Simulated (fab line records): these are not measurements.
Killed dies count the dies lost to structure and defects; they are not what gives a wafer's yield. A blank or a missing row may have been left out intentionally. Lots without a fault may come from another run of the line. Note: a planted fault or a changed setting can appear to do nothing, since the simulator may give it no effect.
Check of tool commonality	flow nand_harc	Lots sampled 3, wafers sampled 9

## THE REASON FOR OPENING IT
At NHARC_END_SORT_01 the reading killed_at_array is flagged on 3 of 3 lots. Wafers without a fault read 47, standard deviation 18.
Rule: a lot gets a flag if all its wafers with a number sit over 4 standard deviations from that mean, or if no wafer of it has a number. The other lots count as sound.

lot	measured	on	killed_at_array, wafer by wafer	flag
L411	day 30 18:03	prober-01	676 673 675	FLAGGED
L412	day 31 01:01	prober-02	677 674 675	FLAGGED
L414	day 32 06:06	prober-01	674 675 675	FLAGGED
The numbers of the flagged lots are 675 on average: +628 against the usual, or +35 standard deviations.

## WHICH TOOL EACH LOT WENT THROUGH
4 process steps preceding the reading are held in the record, out of 1302 steps in the route. In each cell: the tool, then ch and the chambers that the sampled wafers went through, then the start.
lot	flag	NHARC_A_WL_FILL_STRIP_27	NHARC_A_WL_FILL_ETCHBACK_16	NHARC_A_WL_FILL_STRIP_29	NHARC_A_WL_FILL_ETCHBACK_26
L411	FLAGGED	plasma_asher-01 ch 0,1, day 26 16:37	rie_diel-08 ch 0,3, day 27 05:21 or earlier	rie_diel-08 ch 0,3, day 27 05:21	rie_si-04 ch 0,2,3, day 27 10:34
L412	FLAGGED	plasma_asher-02 ch 0,1, day 26 17:51	rie_diel-11 ch 0,1,3, day 27 05:19 or earlier	rie_diel-11 ch 2,3, day 27 05:19	rie_si-03 ch 0,2,3, day 27 10:37
L414	FLAGGED	plasma_asher-02 ch 0,1, day 28 08:57	rie_diel-11 ch 0,1,3, day 28 20:24 or earlier	rie_diel-11 ch 1,2, day 28 20:24	rie_si-05 ch 1,2, day 29 01:43
What is done by these steps:
- NHARC_A_WL_FILL_STRIP_27: strips in N2/H2, time 20 s.
- NHARC_A_WL_FILL_ETCHBACK_16: etches the open film in C4F8/O2/Ar, target depth 120 nm, time 24 s.
- NHARC_A_WL_FILL_STRIP_29: strips in O2, time 20 s.
- NHARC_A_WL_FILL_ETCHBACK_26: etches the open film in HBr, target depth 52 nm, time 13.3 s.
- NHARC_END_SORT_01

## FLAGGED AGAINST TOTAL, ONE TOOL AT A TIME (gauges that did the reading follow at the end)
step	tool	lots run	flagged	share of the flagged lots	sound lots run after its first flagged lot
NHARC_A_WL_FILL_STRIP_27	plasma_asher-01	1	1	some	0
NHARC_A_WL_FILL_STRIP_27	plasma_asher-02	2	2	some	0
NHARC_A_WL_FILL_ETCHBACK_16	rie_diel-08	1	1	some	0
NHARC_A_WL_FILL_ETCHBACK_16	rie_diel-11	2	2	some	0
NHARC_A_WL_FILL_STRIP_29	rie_diel-08	1	1	some	0
NHARC_A_WL_FILL_STRIP_29	rie_diel-11	2	2	some	0
NHARC_A_WL_FILL_ETCHBACK_26	rie_si-03	1	1	some	0
NHARC_A_WL_FILL_ETCHBACK_26	rie_si-04	1	1	some	0
NHARC_A_WL_FILL_ETCHBACK_26	rie_si-05	1	1	some	0
NHARC_END_SORT_01	prober-01	2	2	some	0
NHARC_END_SORT_01	prober-02	1	1	some	0
NHARC_A_WL_FILL_ETCHBACK_16 gives no start for some lots, so the hours and the order of its lots are those of NHARC_A_WL_FILL_STRIP_29.

## WHAT THE TABLE PERMITS
No row of the table ran every flagged lot.

## WHAT HAD BEEN PUT IN BY THE SIMULATOR
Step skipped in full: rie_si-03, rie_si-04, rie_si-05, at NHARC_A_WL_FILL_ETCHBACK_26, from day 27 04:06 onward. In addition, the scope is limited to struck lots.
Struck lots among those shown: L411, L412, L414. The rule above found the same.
